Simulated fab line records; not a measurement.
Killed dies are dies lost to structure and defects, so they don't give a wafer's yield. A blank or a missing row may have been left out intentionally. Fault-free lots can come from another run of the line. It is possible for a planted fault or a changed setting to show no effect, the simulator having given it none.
Chamber matching + flow n5Finfet + pecvd-01 running N5_FIN_SAQP_HM_DEP_72: 3 sister chambers
The step deposits SiO2 from SiH4/N2O, target thk 12 nm, time 7.2 s. 18 wafers are shown with their chamber, then 9 later ones without.

## WAFERS, EACH WITH ITS CHAMBER
| wafer  | chamber | showerheadPlenumPTorr (Torr) | heaterPowerW (W) |
|--------|---------|------------------------------|------------------|
| L075.1 | 2       | 8.33                         | 768              |
| L075.4 | 1       | 8.01                         | 987              |
| L075.6 | 0       | 8.12                         | 764              |
| L076.4 | 1       | 8.01                         | 989              |
| L076.5 | 0       | 8.11                         | 799              |
| L076.6 | 2       | 8.35                         | 751              |
| L082.1 | 0       | 8.13                         | 772              |
| L082.3 | 1       | 8.01                         | 869              |
| L082.4 | 1       | 8.01                         | 888              |
| L083.3 | 2       | 8.35                         | 783              |
| L083.5 | 1       | 8.01                         | 964              |
| L083.6 | 2       | 8.33                         | 782              |
| L085.2 | 0       | 8.10                         | 770              |
| L085.4 | 0       | 8.13                         | 739              |
| L085.6 | 2       | 8.33                         | 810              |
| L086.3 | 2       | 8.35                         | 765              |
| L086.4 | 2       | 8.34                         | 751              |
| L086.6 | 1       | 8.00                         | 1001             |

SIGNATURES, as means of the wafers listed above
| reading               | chamber 0 | chamber 1 | chamber 2 | scatter within a chamber |
|-----------------------|-----------|-----------|-----------|--------------------------|
| showerheadPlenumPTorr | 8.1180    | 8.0083    | 8.3400    | 0.00953                  |
| heaterPowerW          | 768.80    | 949.67    | 772.86    | 37                       |
Rule: a wafer lies at a distance from a chamber equal to the root of the sum of squares, over the readings, of (its reading less the chamber's mean, divided by the reading's scatter). The wafer belongs to the nearest chamber; if the next one is less than 2 further off, it can't be placed. The scatter: the root of (the sum of the squares of (reading less its chamber's mean) over the shown wafers, divided by (wafers less chambers)).

## WAFERS MISSING THEIR CHAMBER
| wafer  | showerheadPlenumPTorr (Torr) | heaterPowerW (W) |
|--------|------------------------------|------------------|
| L093.2 | 8.36                         | 729              |
| L093.5 | 8.12                         | 707              |
| L093.6 | 8.04                         | 921              |
| L094.2 | 8.13                         | 824              |
| L094.4 | 8.12                         | 842              |
| L094.5 | 8.01                         | 969              |
| L096.3 | 8.12                         | 765              |
| L096.5 | 8.12                         | 792              |
| L096.6 | 8.01                         | 947              |

## THE CHAMBER EACH PASSED THROUGH
| wafer  | from the rows above | in truth |
|--------|---------------------|----------|
| L093.2 | 2                   | 2        |
| L093.5 | 0                   | 0        |
| L093.6 | 1                   | 1        |
| L094.2 | 0                   | 0        |
| L094.4 | 0                   | 0        |
| L094.5 | 1                   | 1        |
| L096.3 | 0                   | 0        |
| L096.5 | 0                   | 0        |
| L096.6 | 1                   | 1        |
Correct placement for 9 of the 9. From these rows, 0 cannot be placed. Wrongly placed: 0.
